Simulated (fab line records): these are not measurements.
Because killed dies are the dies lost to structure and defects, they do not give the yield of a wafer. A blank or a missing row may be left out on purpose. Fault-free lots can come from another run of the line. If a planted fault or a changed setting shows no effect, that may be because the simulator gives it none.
Chamber matching ; flow n5Finfet ; rieDiel-01 running N5_FIN_SAQP_SPACER2_ETCHBACK_29: 4 sister chambers
The step etches SiO2 in CHF3/O2, target depth 12.2 nm, time 6.1 s. 4 wafers are shown with their chamber, then 11 later ones without.

WAFERS, EACH WITH ITS CHAMBER
wafer;chamber;rfVppV (V)
L086.2;0;507
L086.5;1;539
L086.6;2;517
L089.2;3;538

WAFERS WITH NO CHAMBER GIVEN
wafer;rfVppV (V)
L089.4;510
L089.6;539
L090.3;537
L090.5;537
L090.6;509
L093.2;538
L093.4;518
L093.5;509
L094.1;538
L094.2;518
L094.4;537

WHICH CHAMBER EACH WENT THROUGH
wafer;from the rows above;in truth
L089.4;0;0
L089.6;can't be placed: 1 or 3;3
L090.3;can't be placed: 3 or 1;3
L090.5;can't be placed: 3 or 1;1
L090.6;0;0
L093.2;can't be placed: 3 or 1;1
L093.4;2;2
L093.5;0;0
L094.1;can't be placed: 3 or 1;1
L094.2;2;2
L094.4;can't be placed: 3 or 1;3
Correctly placed: 5 of 11. Unplaceable from these rows: 6, with the true chamber sitting among the candidates in 6. Placed wrongly: 0.
How it was worked out, from the rows above alone: a wafer's distance from a chamber is the root of the sum, over the readings, of the square of ((its reading less the chamber's mean) divided by the reading's scatter). The wafer belongs to the nearest chamber; if the next one is less than 2 further off, it can't be placed. A chamber's mean is the mean of its shown wafers. The scatter (one wafer shown for each chamber): square how far every hidden wafer sits from the nearest shown wafer, average those squares and take the square root.
